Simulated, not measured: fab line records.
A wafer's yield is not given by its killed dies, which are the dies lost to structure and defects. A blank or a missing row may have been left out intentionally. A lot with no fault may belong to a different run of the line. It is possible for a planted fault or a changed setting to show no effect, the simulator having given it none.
Problem report, 8D (eight disciplines) form, completed by code + flow n5-finfet + the parts of the form that need people (team, actions taken, sign-off) are left out

== 1. WHAT IS WRONG ==
A mean of 241.3 s is read at N5_PASSIVATION_PECVD_35 for run-length-s, taken on 1 wafer of 1 lot, against 195.2 s (standard deviation 0.5) on wafers free of any fault. That is +92 standard deviations from the usual mean.
The step: deposits SiNx from SiH4/NH3/N2, target thk 700 nm, time 151.3 s.
The first sign was on wafer L108.5 at day 14 09:19, on pecvd-02. The record has a number at this step for 27 wafers belonging to 9 lots. Rule for "out" (also "out of limits"): further than 4 standard deviations from the usual mean. Any other wafer with a number is counted as sound.

== 2. WHAT IT IS, WHAT IT ISN'T ==
| question                    | is                | is not                                                                                       |
|-----------------------------|-------------------|----------------------------------------------------------------------------------------------|
| which readings at this step | run-length-s      | heater-power-w, showerhead-plenum-p-Torr, throttle-valve-pct                                 |
| which lots                  | L108              | L101, L102, L105, L117, L118, L119, L120, L121                                               |
| which wafers of those lots  | L108.5            | L108.4, L108.6                                                                               |
| read on which tools         | pecvd-02          | pecvd-03, pecvd-04                                                                           |
| when                        | from day 14 09:19 | up to then (11 sound wafers); but 15 sound wafers of L117, L118, L119, L120, L121 came after |

== 3. THE SUSPECTS, EACH WITH WHAT RULES IT OUT ==
Counting: a tool at a process step up to the reading stays a suspect if it ran every lot that is out. Sound lots after the first of them don't rule it out here, since some wafers of a struck lot are sound.
- pvd-sputter-02 at N5_BEOL_M15_SPUTTER_45 (material Cu, target thk 100 nm, time 16.67 s): kept. L108, the lot that is out, went through it at day 13 19:17; up to then, the latest sound lot through it was L101 at day 12 00:19.
- rie-diel-03 at N5_MIM_BOT_ETCH_STRIP_01 (strips in O2): kept. It ran the lot that is out, L108 (day 14 02:55).
- pecvd-02 at N5_PASSIVATION_PECVD_35 (deposits SiNx from SiH4/NH3/N2, target thk 700 nm, time 151.3 s): kept. L108, the lot that is out, went through it at day 14 09:19; up to then, the latest sound lot through it was L105 at day 13 11:12. On those wafers its own readings are out: run-length-s.
- The sound lot-mates ran in chamber 3 of rie-diel-03 at N5_MIM_BOT_ETCH_STRIP_01, but the wafers that are out ran in chamber 1.
- In pecvd-02 at N5_PASSIVATION_PECVD_35, the wafers that are out were processed in chamber 0 and their sound lot-mates in chambers 1, 2.
pvd-sputter-02 at N5_BEOL_M15_SPUTTER_45, rie-diel-03 at N5_MIM_BOT_ETCH_STRIP_01 and pecvd-02 at N5_PASSIVATION_PECVD_35 are what is left after counting.

== 4. THE CAUSE (what the simulator had put in) ==
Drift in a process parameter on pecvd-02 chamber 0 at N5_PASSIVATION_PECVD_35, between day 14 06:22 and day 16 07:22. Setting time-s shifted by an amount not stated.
3 suspects survive the count, and this tool is in that group.

== 5. THE EFFECT CHAIN, in route order ==
Each row: a reading where the mean over the struck wafers with a number is more than 3 standard deviations away from the usual. Only readings whose record carries a usual standard deviation are examined. hours: median over the lots of the time between each lot's start at the first step of this table that gives one and its start at this step. sigmas: the change, counted in usual standard deviations.
| hours | step                    | reading              | usual   | on struck wafers | change  | sigmas      |
|-------|-------------------------|----------------------|---------|------------------|---------|-------------|
| 0     | N5_PASSIVATION_PECVD_35 | run-length-s         | 195.2 s | 241.3            | +46.1   | +92         |
| 4     | N5_PASSIVATION_PROBE_49 | defect-limited-yield | 91.3 %  | 0.0              | -91.3   | -54         |
| 4     | N5_PASSIVATION_PROBE_49 | killed-at-other      | 3.1     | 1077.0           | +1073.9 | +99 or more |
| 4     | N5_PASSIVATION_PROBE_49 | killed-dies          | 103     | 1180             | +1077   | +54         |
| 4     | N5_PASSIVATION_PROBE_49 | killed-on-rim        | 13      | 152              | +139    | +35         |
| 4     | N5_PASSIVATION_PROBE_49 | sort_bin_5_function  | 5.1 %   | 96.0             | +90.9   | +83         |
| 4     | N5_PASSIVATION_PROBE_49 | sort-n-pass          | 1077    | 0                | -1077   | -51         |
| 4     | N5_PASSIVATION_PROBE_49 | sort-yield-pct       | 91.2 %  | 0.0              | -91.2   | -54         |
It contains these process steps:
- N5_PASSIVATION_PECVD_35: deposits SiNx from SiH4/NH3/N2, target thk 700 nm, time 151.3 s.
- N5_PASSIVATION_PROBE_49

== 6. WHAT WOULD HAVE CAUGHT IT SOONER ==
The fault began at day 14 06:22; the first out-of-limits reading in this record came at day 14 09:19, 3 hours later.
